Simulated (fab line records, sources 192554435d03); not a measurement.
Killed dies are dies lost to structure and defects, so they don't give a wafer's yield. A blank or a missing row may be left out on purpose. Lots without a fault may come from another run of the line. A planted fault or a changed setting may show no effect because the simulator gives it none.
Which tool did it? | flow n5_finfet | 24 lots, 72 wafers sampled, at 6 steps of a route of 1938

WHAT THE GAUGES READ, wafer by wafer
N5_DUMMY_GATE_INSPECT_27: inspects for defects (brightfield). Usual: raw_defect_count 342, standard deviation 82.
lot  | measured    | on                | raw_defect_count | flag
L074 | day 2 23:02 | defect_inspect-01 | 239 233 307      |
L075 | day 3 06:59 | defect_inspect-02 | 323 395 327      |
L076 | day 3 20:11 | defect_inspect-02 | 297 439 376      |
L077 | day 4 02:43 | defect_inspect-01 | 295 338 250      |
L078 | day 4 06:29 | defect_inspect-01 | 292 348 413      |
L079 | day 4 10:35 | defect_inspect-02 | 334 444 329      |
L080 | day 4 13:13 | defect_inspect-01 | 283 241 190      |
L081 | day 4 18:23 | defect_inspect-02 | 419 266 271      |
L082 | day 4 22:56 | defect_inspect-02 | 325 503 490      |
L083 | day 5 07:37 | defect_inspect-01 | 515 502 385      |
L084 | day 5 12:49 | defect_inspect-02 | 383 614 641      |
L085 | day 5 19:31 | defect_inspect-02 | 251 209 294      |
L086 | day 6 02:01 | defect_inspect-01 | 468 259 315      |
L087 | day 6 06:28 | defect_inspect-02 | 272 304 218      |
L088 | day 6 11:52 | defect_inspect-01 | 217 274 283      |
L089 | day 6 18:43 | defect_inspect-02 | 313 381 312      |
L090 | day 6 23:46 | defect_inspect-01 | 493 458 376      |
L091 | day 7 06:19 | defect_inspect-02 | 244 302 294      |
L092 | day 7 16:26 | defect_inspect-01 | 431 358 438      |
L093 | day 7 21:16 | defect_inspect-01 | 442 327 283      |
L094 | day 8 00:11 | defect_inspect-02 | 363 300 399      |
L095 | day 8 05:39 | defect_inspect-01 | 357 296 322      |
L096 | day 8 14:51 | defect_inspect-02 | 340 288 348      |
L097 | day 8 20:51 | defect_inspect-01 | 431 307 266      |

N5_SD_EPI_P_CD_MEAS_09: target cd 240 nm. Usual: cd_nm 239.7 nm, standard deviation 1.2.
lot  | measured    | on        | cd_nm (nm)        | flag
L074 | day 3 04:24 | cd_sem-03 | 240.6 240.9 240.3 |
L075 | day 3 12:40 | cd_sem-02 | 238.2 239.5 239.0 |
L076 | day 4 02:41 | cd_sem-02 | 237.8 239.2 239.4 |
L077 | day 4 08:46 | cd_sem-01 | 240.9 240.6 239.9 |
L078 | day 4 12:21 | cd_sem-03 | 240.1 240.6 241.9 |
L079 | day 4 17:18 | cd_sem-02 | 242.2 240.5 241.5 |
L080 | day 4 20:06 | cd_sem-01 | 240.7 241.9 243.3 |
L081 | day 5 03:54 | cd_sem-02 | 240.4 239.9 239.1 |
L082 | day 5 05:55 | cd_sem-03 | 240.4 240.1 240.0 |
L083 | day 5 14:15 | cd_sem-01 | 238.8 237.3 237.8 |
L084 | day 5 19:06 | cd_sem-01 | 239.3 239.6 239.3 |
L085 | day 6 02:10 | cd_sem-01 | 239.2 239.5 239.1 |
L086 | day 6 08:06 | cd_sem-02 | 240.2 242.7 241.9 |
L087 | day 6 12:31 | cd_sem-02 | 241.6 240.9 241.3 |
L088 | day 6 19:19 | cd_sem-03 | 241.3 240.0 240.2 |
L089 | day 7 01:22 | cd_sem-03 | 238.3 238.9 237.6 |
L090 | day 7 07:41 | cd_sem-03 | 239.0 238.0 239.0 |
L091 | day 7 13:19 | cd_sem-01 | 239.2 239.4 239.8 |
L092 | day 7 23:08 | cd_sem-01 | 238.7 239.6 239.4 |
L093 | day 8 02:35 | cd_sem-03 | 238.6 238.1 238.9 |
L094 | day 8 06:44 | cd_sem-03 | 239.8 238.9 239.3 |
L095 | day 8 12:15 | cd_sem-03 | 239.7 238.8 238.9 |
L096 | day 8 21:11 | cd_sem-01 | 238.9 239.5 238.7 |
L097 | day 9 02:43 | cd_sem-03 | 238.1 238.0 237.3 |

N5_ILD0_THK_MEAS_08. Usual: thk_nm 139.2 nm, standard deviation 1.2.
lot  | measured    | on            | thk_nm (nm)       | flag
L074 | day 3 11:59 | film_metro-02 | 137.2 139.8 140.7 |
L075 | day 3 22:13 | film_metro-01 | 140.5 140.0 138.7 |
L076 | day 4 11:37 | film_metro-02 | 139.0 139.8 139.9 |
L077 | day 4 17:24 | film_metro-01 | 140.6 138.0 137.1 |
L078 | day 4 20:28 | film_metro-02 | 136.0 137.4 136.1 |
L079 | day 5 02:22 | film_metro-01 | 139.5 138.5 140.8 |
L080 | day 5 05:00 | film_metro-01 | 139.5 135.8 139.3 |
L081 | day 5 12:20 | film_metro-02 | 138.1 138.3 138.1 |
L082 | day 5 14:26 | film_metro-02 | 136.4 137.7 139.3 |
L083 | day 5 23:10 | film_metro-02 | 141.3 140.0 140.1 |
L084 | day 6 04:07 | film_metro-02 | 138.3 139.5 139.1 |
L085 | day 6 10:53 | film_metro-01 | 140.7 141.4 140.3 |
L086 | day 6 15:42 | film_metro-01 | 139.2 140.7 139.7 |
L087 | day 6 21:13 | film_metro-02 | 138.3 137.7 139.7 |
L088 | day 7 03:38 | film_metro-01 | 139.6 138.9 140.1 |
L089 | day 7 08:58 | film_metro-01 | 140.7 141.2 140.8 |
L090 | day 7 15:24 | film_metro-02 | 139.3 140.1 142.0 |
L091 | day 7 21:30 | film_metro-02 | 140.5 141.0 140.2 |
L092 | day 8 06:44 | film_metro-01 | 138.9 138.6 138.5 |
L093 | day 8 10:13 | film_metro-01 | 139.8 138.4 137.9 |
L094 | day 8 15:37 | film_metro-01 | 140.3 137.9 137.6 |
L095 | day 8 21:34 | film_metro-01 | 138.5 139.5 139.9 |
L096 | day 9 05:55 | film_metro-02 | 138.2 139.9 138.8 |
L097 | day 9 10:21 | film_metro-01 | 138.0 139.4 137.4 |

WHICH TOOL RAN EACH LOT (tool, then ch and the chambers of the sampled wafers, then the start)
lot  | N5_DUMMY_GATE_ETCH_32           | N5_SD_EPI_N_ETCH_45               | N5_SD_EPI_N_ETCH_16
L074 | rie_si-05 ch 1,2, day 2 22:29   | rie_diel-04 ch 0,3, day 3 00:39   | rie_diel-04 ch 0,3, day 3 00:45
L075 | rie_si-02 ch 0,1,3, day 3 06:22 | rie_diel-03 ch 0,1,3, day 3 08:49 | rie_diel-03 ch 0,1,3, day 3 08:55
L076 | rie_si-02 ch 0,2, day 3 19:43   | rie_diel-03 ch 0,1,2, day 3 22:07 | rie_diel-03 ch 0,1,2, day 3 22:13
L077 | rie_si-06 ch 0,2,3, day 4 02:08 | rie_diel-04 ch 0,3, day 4 04:12   | rie_diel-04 ch 0,3, day 4 04:18
L078 | rie_si-06 ch 1,2, day 4 06:01   | rie_diel-04 ch 0,1,3, day 4 08:24 | rie_diel-04 ch 0,1,3, day 4 08:30
L079 | rie_si-05 ch 0,1,3, day 4 09:59 | rie_diel-03 ch 0,1,3, day 4 12:25 | rie_diel-03 ch 0,1,3, day 4 12:31
L080 | rie_si-06 ch 0,2,3, day 4 12:44 | rie_diel-04 ch 0,3, day 4 15:10   | rie_diel-04 ch 0,3, day 4 15:16
L081 | rie_si-05 ch 1,2,3, day 4 17:55 | rie_diel-04 ch 0,1, day 4 21:22   | rie_diel-04 ch 0,1, day 4 21:28
L082 | rie_si-02 ch 0,2,3, day 4 22:26 | rie_diel-03 ch 0,3, day 5 01:29   | rie_diel-03 ch 0,3, day 5 01:35
L083 | rie_si-05 ch 1,2,3, day 5 07:07 | rie_diel-02 ch 1,3, day 5 09:44   | rie_diel-02 ch 1,3, day 5 09:50
L084 | rie_si-06 ch 0,1,3, day 5 12:20 | rie_diel-03 ch 1,3, day 5 14:26   | rie_diel-03 ch 1,3, day 5 14:32
L085 | rie_si-05 ch 2,3, day 5 19:01   | rie_diel-02 ch 2,3, day 5 21:07   | rie_diel-02 ch 2,3, day 5 21:13
L086 | rie_si-02 ch 1,3, day 6 01:28   | rie_diel-02 ch 1,2,3, day 6 03:40 | rie_diel-02 ch 1,2,3, day 6 03:46
L087 | rie_si-05 ch 2,3, day 6 05:59   | rie_diel-04 ch 0,1,2, day 6 08:08 | rie_diel-04 ch 0,1,2, day 6 08:12
L088 | rie_si-02 ch 0,2,3, day 6 11:23 | rie_diel-02 ch 1,2,3, day 6 13:29 | rie_diel-02 ch 1,2,3, day 6 13:35
L089 | rie_si-06 ch 0,2,3, day 6 18:13 | rie_diel-04 ch 1,3, day 6 20:43   | rie_diel-04 ch 1,3, day 6 20:49
L090 | rie_si-02 ch 0,1,2, day 6 23:17 | rie_diel-02 ch 0,1,2, day 7 03:22 | rie_diel-02 ch 0,1,2, day 7 03:28
L091 | rie_si-02 ch 1,2,3, day 7 05:49 | rie_diel-04 ch 3, day 7 08:58     | rie_diel-04 ch 3, day 7 09:16
L092 | rie_si-06 ch 0,2,3, day 7 15:57 | rie_diel-02 ch 0,1, day 7 19:14   | rie_diel-02 ch 0,1, day 7 19:20
L093 | rie_si-02 ch 0,1,2, day 7 20:47 | rie_diel-02 ch 2,3, day 7 22:45   | rie_diel-02 ch 2,3, day 7 22:51
L094 | rie_si-06 ch 0,2,3, day 7 23:42 | rie_diel-02 ch 1,2, day 8 01:50   | rie_diel-02 ch 1,2, day 8 01:56
L095 | rie_si-05 ch 0,1, day 8 05:10   | rie_diel-03 ch 0,3, day 8 07:08   | rie_diel-03 ch 0,3, day 8 07:14
L096 | rie_si-06 ch 0,1, day 8 14:15   | rie_diel-04 ch 2,3, day 8 16:27   | rie_diel-04 ch 2,3, day 8 16:33
L097 | rie_si-02 ch 1,2,3, day 8 20:22 | rie_diel-03 ch 0,2, day 8 22:56   | rie_diel-03 ch 0,2, day 8 23:02
- N5_DUMMY_GATE_ETCH_32: etches SiO2 in CF4, target depth 3.5 nm, time 3.9 s.
- N5_SD_EPI_N_ETCH_45: etches SiOCN in CH3F/O2, target depth 6 nm.
- N5_SD_EPI_N_ETCH_16: etches SiO2 in CHF3/O2, target depth 5 nm.

WHAT THE TOOLS THEMSELVES READ (means of the sampled wafers that have a number; where no wafer has one, the mark that the record gives instead)
N5_DUMMY_GATE_ETCH_32. Usual: chamber_pressure_mTorr 10.000 mTorr, standard deviation 0.0091; drypump_motor_current_A 5.6 A, standard deviation 0.38; oes_product_au 1.002 a.u., standard deviation 0.021; rf_fwd_power_W 789 W, standard deviation 4.2; throttle_valve_pct 21.9 %, standard deviation 0.32.
lot  | tool      | chamber_pressure_mTorr (mTorr) | drypump_motor_current_A (A) | oes_product_au (a.u.) | rf_fwd_power_W (W) | throttle_valve_pct (%) | flag
L074 | rie_si-05 | 9.997                          | 5.5                         | 1.016                 | 789                | 21.5                   |
L075 | rie_si-02 | 10.004                         | 5.9                         | 1.008                 | 791                | 22.0                   |
L076 | rie_si-02 | 10.000                         | 5.6                         | 1.003                 | 782                | 22.1                   |
L077 | rie_si-06 | 10.002                         | 5.4                         | 1.002                 | 790                | 21.6                   |
L078 | rie_si-06 | 9.994                          | 5.4                         | 0.963                 | 787                | 21.7                   |
L079 | rie_si-05 | 10.008                         | 5.5                         | 0.985                 | 789                | 21.9                   |
L080 | rie_si-06 | 9.997                          | 5.4                         | 0.992                 | 791                | 21.6                   |
L081 | rie_si-05 | 10.005                         | 5.5                         | 1.007                 | 788                | 21.7                   |
L082 | rie_si-02 | 9.992                          | 5.9                         | 1.015                 | 787                | 22.1                   |
L083 | rie_si-05 | 9.996                          | 5.5                         | 0.998                 | 790                | 21.7                   |
L084 | rie_si-06 | 10.002                         | 5.4                         | 1.000                 | 786                | 21.6                   |
L085 | rie_si-05 | 10.000                         | 5.4                         | 0.995                 | 789                | 21.7                   |
L086 | rie_si-02 | 9.999                          | 6.3                         | 1.012                 | 794                | 22.1                   |
L087 | rie_si-05 | 9.997                          | 5.4                         | 0.998                 | 790                | 21.6                   |
L088 | rie_si-02 | 10.005                         | 5.9                         | 1.007                 | 788                | 22.1                   |
L089 | rie_si-06 | 10.006                         | 5.4                         | 0.995                 | 791                | 21.6                   |
L090 | rie_si-02 | 9.993                          | 5.6                         | 1.003                 | 785                | 22.2                   |
L091 | rie_si-02 | 10.001                         | 6.0                         | 1.015                 | 792                | 22.2                   |
L092 | rie_si-06 | 10.004                         | 5.4                         | 0.999                 | 790                | 21.6                   |
L093 | rie_si-02 | 9.996                          | 5.7                         | 1.017                 | 785                | 22.2                   |
L094 | rie_si-06 | 9.993                          | 5.4                         | 1.005                 | 789                | 21.6                   |
L095 | rie_si-05 | 10.000                         | 5.4                         | 0.990                 | 789                | 21.9                   |
L096 | rie_si-06 | 9.997                          | 5.6                         | 0.994                 | 790                | 21.6                   |
L097 | rie_si-02 | 9.999                          | 6.0                         | 1.022                 | 792                | 22.2                   |

N5_SD_EPI_N_ETCH_45. Usual: chamber_pressure_mTorr 15.000 mTorr, standard deviation 0.011; drypump_motor_current_A 5.6 A, standard deviation 0.43; oes_product_au 0.78 a.u., standard deviation 0.098; rf_fwd_power_W 408.4 W, standard deviation 1.2; rf_vpp_V 127.5 V, standard deviation 1.1; showerhead_plenum_p_Torr 2.01 Torr, standard deviation 0.06; throttle_valve_pct 23.33 %, standard deviation 0.23.
lot  | tool        | chamber_pressure_mTorr (mTorr) | drypump_motor_current_A (A) | oes_product_au (a.u.) | rf_fwd_power_W (W) | rf_vpp_V (V) | showerhead_plenum_p_Torr (Torr) | throttle_valve_pct (%) | flag
L074 | rie_diel-04 | 14.999                         | 5.9                         | 0.72                  | 409.0              | 128.6        | 2.05                            | 23.31                  |
L075 | rie_diel-03 | 15.005                         | 5.2                         | 0.78                  | 409.1              | 128.3        | 1.97                            | 23.17                  |
L076 | rie_diel-03 | 14.985                         | 5.3                         | 0.80                  | 408.5              | 126.8        | 1.98                            | 23.25                  |
L077 | rie_diel-04 | 15.008                         | 5.9                         | 0.71                  | 407.8              | 127.4        | 2.05                            | 23.21                  |
L078 | rie_diel-04 | 14.998                         | 5.8                         | 0.73                  | 409.1              | 127.5        | 2.03                            | 23.34                  |
L079 | rie_diel-03 | 14.998                         | 5.2                         | 0.77                  | 407.8              | 128.3        | 1.97                            | 23.18                  |
L080 | rie_diel-04 | 14.995                         | 5.9                         | 0.70                  | 408.2              | 128.6        | 2.05                            | 23.21                  |
L081 | rie_diel-04 | 15.001                         | 5.7                         | 0.76                  | 409.3              | 127.5        | 2.03                            | 23.36                  |
L082 | rie_diel-03 | 15.006                         | 5.0                         | 0.85                  | 409.5              | 128.2        | 1.98                            | 23.24                  |
L083 | rie_diel-02 | 15.003                         | 5.6                         | 0.70                  | 407.8              | 127.3        | 1.97                            | 23.39                  |
L084 | rie_diel-03 | 14.995                         | 5.1                         | 0.68                  | 407.2              | 126.5        | 1.91                            | 23.28                  |
L085 | rie_diel-02 | 15.009                         | 5.5                         | 0.72                  | 406.8              | 127.6        | 2.00                            | 23.22                  |
L086 | rie_diel-02 | 14.991                         | 5.5                         | 0.73                  | 408.0              | 127.1        | 2.01                            | 23.32                  |
L087 | rie_diel-04 | 14.995                         | 5.9                         | 0.72                  | 409.1              | 126.2        | 1.98                            | 23.36                  |
L088 | rie_diel-02 | 14.997                         | 5.5                         | 0.73                  | 408.3              | 127.3        | 2.01                            | 23.34                  |
L089 | rie_diel-04 | 14.994                         | 5.9                         | 0.90                  | 408.3              | 128.1        | 2.02                            | 23.31                  |
L090 | rie_diel-02 | 14.996                         | 5.7                         | 0.77                  | 408.0              | 126.9        | 2.03                            | 23.45                  |
L091 | rie_diel-04 | 14.999                         | 6.0                         | 0.94                  | 408.9              | 127.4        | 2.02                            | 23.21                  |
L092 | rie_diel-02 | 15.012                         | 5.8                         | 0.74                  | 408.1              | 127.0        | 1.99                            | 23.63                  |
L093 | rie_diel-02 | 15.000                         | 5.5                         | 0.91                  | 408.4              | 127.8        | 2.00                            | 23.09                  |
L094 | rie_diel-02 | 14.989                         | 5.3                         | 0.74                  | 408.7              | 127.9        | 2.04                            | 23.29                  |
L095 | rie_diel-03 | 15.010                         | 4.9                         | 0.93                  | 408.7              | 127.9        | 2.09                            | 23.07                  |
L096 | rie_diel-04 | 15.007                         | 6.1                         | 0.94                  | 408.6              | 128.7        | 2.09                            | 23.21                  |
L097 | rie_diel-03 | 15.006                         | 5.1                         | 0.80                  | 407.2              | 127.5        | 1.97                            | 23.36                  |

N5_SD_EPI_N_ETCH_16. Usual: chamber_pressure_mTorr 30.001 mTorr, standard deviation 0.029; drypump_motor_current_A 5.6 A, standard deviation 0.43; oes_product_au 0.78 a.u., standard deviation 0.097; rf_fwd_power_W 643.9 W, standard deviation 2.4; rf_vpp_V 526 V, standard deviation 14; showerhead_plenum_p_Torr 2.42 Torr, standard deviation 0.069; throttle_valve_pct 18.92 %, standard deviation 0.21.
lot  | tool        | chamber_pressure_mTorr (mTorr) | drypump_motor_current_A (A) | oes_product_au (a.u.) | rf_fwd_power_W (W) | rf_vpp_V (V) | showerhead_plenum_p_Torr (Torr) | throttle_valve_pct (%) | flag
L074 | rie_diel-04 | 30.011                         | 5.9                         | 0.72                  | 644.8              | 536          | 2.47                            | 18.98                  |
L075 | rie_diel-03 | 30.000                         | 5.2                         | 0.79                  | 644.1              | 532          | 2.38                            | 18.82                  |
L076 | rie_diel-03 | 30.039                         | 5.3                         | 0.80                  | 644.4              | 527          | 2.39                            | 18.83                  |
L077 | rie_diel-04 | 30.005                         | 5.9                         | 0.70                  | 644.3              | 522          | 2.48                            | 18.88                  |
L078 | rie_diel-04 | 29.970                         | 5.8                         | 0.73                  | 645.4              | 526          | 2.46                            | 18.99                  |
L079 | rie_diel-03 | 30.021                         | 5.2                         | 0.77                  | 642.6              | 533          | 2.38                            | 18.83                  |
L080 | rie_diel-04 | 30.003                         | 5.9                         | 0.71                  | 644.0              | 521          | 2.48                            | 18.87                  |
L081 | rie_diel-04 | 29.991                         | 5.7                         | 0.76                  | 644.7              | 519          | 2.45                            | 18.99                  |
L082 | rie_diel-03 | 29.984                         | 5.0                         | 0.85                  | 643.0              | 537          | 2.39                            | 18.89                  |
L083 | rie_diel-02 | 30.010                         | 5.6                         | 0.70                  | 644.7              | 520          | 2.38                            | 19.03                  |
L084 | rie_diel-03 | 29.982                         | 5.2                         | 0.69                  | 644.8              | 536          | 2.31                            | 18.94                  |
L085 | rie_diel-02 | 29.999                         | 5.5                         | 0.72                  | 643.5              | 516          | 2.42                            | 18.84                  |
L086 | rie_diel-02 | 30.006                         | 5.5                         | 0.72                  | 644.0              | 519          | 2.42                            | 18.91                  |
L087 | rie_diel-04 | 29.989                         | 5.9                         | 0.71                  | 642.1              | 515          | 2.40                            | 18.98                  |
L088 | rie_diel-02 | 30.008                         | 5.5                         | 0.72                  | 641.5              | 519          | 2.42                            | 18.93                  |
L089 | rie_diel-04 | 30.001                         | 5.9                         | 0.90                  | 644.9              | 539          | 2.44                            | 18.89                  |
L090 | rie_diel-02 | 29.986                         | 5.7                         | 0.78                  | 642.4              | 517          | 2.44                            | 18.98                  |
L091 | rie_diel-04 | 30.012                         | 6.0                         | 0.94                  | 643.7              | 548          | 2.45                            | 18.79                  |
L092 | rie_diel-02 | 29.985                         | 5.8                         | 0.73                  | 641.7              | 521          | 2.40                            | 19.18                  |
L093 | rie_diel-02 | 29.983                         | 5.5                         | 0.92                  | 643.8              | 517          | 2.42                            | 18.62                  |
L094 | rie_diel-02 | 29.992                         | 5.3                         | 0.75                  | 644.1              | 520          | 2.47                            | 18.82                  |
L095 | rie_diel-03 | 29.997                         | 4.9                         | 0.92                  | 644.4              | 548          | 2.53                            | 18.73                  |
L096 | rie_diel-04 | 29.979                         | 6.1                         | 0.94                  | 640.0              | 530          | 2.53                            | 18.74                  |
L097 | rie_diel-03 | 30.012                         | 5.1                         | 0.81                  | 642.9              | 531          | 2.40                            | 18.96                  |

THE ANSWER, worked out from the rows above alone
Rule: a lot is off if the mean of its wafers that have a number lies more than 3 standard deviations from the usual mean. A lot without any number at a reading at which 4 lots or more have one is off too. The other lots that the step has rows for count as sound. The gauges are gone through in route order, then the tools' own readings, and for those a lot's mean is taken as printed above. The first step at which some lot is off is used, and at that step the reading that is off furthest; a lot without a number counts as furthest.
No lot is off at any reading shown: from this, nothing can be told.

WHAT THE SIMULATOR HAD PUT IN
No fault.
